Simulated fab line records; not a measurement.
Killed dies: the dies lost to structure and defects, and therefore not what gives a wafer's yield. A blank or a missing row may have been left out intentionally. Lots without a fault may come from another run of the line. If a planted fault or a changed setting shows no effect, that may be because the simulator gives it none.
Struck lot and sound lot, side by side -- flow n5_finfet -- 15 steps out of a route of 1938
Sound: these wafers, L550.1, L550.4, L550.6. Struck: wafer L553.4. (L553.1 of the same lot was not struck and is left out.) The cause comes at the end.
Each step with rows lists, per side, the tool, then ch with its chambers, then its first start. Under that, the readings that differ: sound wafers -- struck wafers -- difference of the means -- sigmas: that difference in standard deviations of wafers without a fault.
alike: readings with means less than 2 such deviations apart, plus words and numbers identical on both sides. not compared: withheld readings, readings lacking a value on some wafer, bounds such as >300 that could conceal the same value, and numbers that have no deviation in the record and whose values overlap.
The two part at a step that has a row with sigmas, a row that says differs or no value, or rows on one side only. Numbers that don't overlap but have no deviation are shown without sigmas and don't part them. A reading missing from all wafers of one side parts the sides only when that side holds two or more wafers.

first, 7 steps without rows for these wafers: N5_FIN_CUT_COAT_29 (time 60 s, resist thk 10 nm); N5_FIN_CUT_COAT_02 (resist thk 30 nm); N5_FIN_CUT_EBR_04; N5_FIN_CUT_SOFTBAKE_03 (time 60 s); N5_FIN_CUT_EXPOSE_05 (exposes mask FIN CUT); N5_FIN_CUT_PEB_06 (peb time 60 s); N5_FIN_CUT_DEVELOP_07 (develop time 30 s).
N5_FIN_CUT_CD_MEAS_08: the cd target is 29.1 nm.
  sound on cd_sem-01 ch 0, day 2 14:13; struck on cd_sem-02 ch 0, day 3 09:38
  alike: cd_nm
N5_FIN_CUT_OVL_MEAS_09:
  sound on overlay-01 ch 0, day 2 14:15; struck on overlay-02 ch 0, day 3 09:40
  alike: FIN_CUT_OVL
N5_FIN_CUT_INSPECT_10: inspects for defects (brightfield).
  sound on defect_inspect-02, day 2 14:18; struck on defect_inspect-02, day 3 09:44
  alike: raw_defect_count
N5_FIN_CUT_DESCUM_13: chemistry O2, time 7 s.
  sound on rie_diel-02 ch 0,2,3, day 2 14:20; struck on rie_diel-02 ch 3, day 3 09:46
  alike: drypump_motor_current_A, o2_flow_sccm, oes_product_au, rf_fwd_power_W, rf_vpp_V, showerhead_plenum_p_Torr, throttle_valve_pct
  not compared: rf_hours_counter_h
N5_FIN_CUT_ETCH_30: etches underlayer in N2/H2, target depth 13 nm, time 10.4 s.
  sound on rie_diel-02 ch 0,2,3, day 2 14:22; struck on rie_diel-02 ch 3, day 3 09:48
  alike: drypump_motor_current_A, etch_rf_on_time_s, oes_product_au, rf_fwd_power_W, rf_vpp_V, showerhead_plenum_p_Torr, throttle_valve_pct
  not compared: rf_hours_counter_h
N5_FIN_CUT_ETCH_20: etches SiARC in CF4, target depth 26 nm, time 43.3 s.
  sound on rie_diel-02 ch 0,2,3, day 2 14:23; struck on rie_diel-02 ch 3, day 3 09:49
reading,sound,struck,difference,sigmas
etch_rf_on_time_s (s),43.6 42.3 43.1,59.4,+16.4,+22
  alike: drypump_motor_current_A, oes_product_au, rf_fwd_power_W, rf_vpp_V, showerhead_plenum_p_Torr, throttle_valve_pct
  not compared: rf_hours_counter_h
N5_FIN_CUT_ETCH_21: etches SOC in N2/H2, target depth 219 nm, overetch 43.8 nm, time 523.5 s.
  sound on rie_diel-02 ch 0,2,3, day 2 14:26; struck on rie_diel-02 ch 3, day 3 09:52
  alike: drypump_motor_current_A, oes_product_au, rf_fwd_power_W, rf_vpp_V, showerhead_plenum_p_Torr, throttle_valve_pct
  not compared: rf_hours_counter_h
-- the record jumps here: 12 days lie between the struck wafers' starts before and after (it left off in module FIN_CUT and takes up again in module PASSIVATION, whose first step shown is number 1936 of the route) --
N5_PASSIVATION_PROBE_49:
  sound on prober-02, day 15 04:02; struck on prober-02, day 14 22:50
  alike: killed_at_M0_to_M3, killed_at_M4_up, killed_at_contacts, killed_at_front_end, killed_at_other, killed_dies, killed_open, killed_short

== WHERE THEY PART ==
N5_FIN_CUT_ETCH_20 only, going by this record. Later steps at which nothing parts them and some readings are alike: N5_FIN_CUT_ETCH_21, N5_PASSIVATION_PROBE_49.

WHY: the cause the simulator had injected
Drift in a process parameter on rie_diel-02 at N5_FIN_CUT_ETCH_20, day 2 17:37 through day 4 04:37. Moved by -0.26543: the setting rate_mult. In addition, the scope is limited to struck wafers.
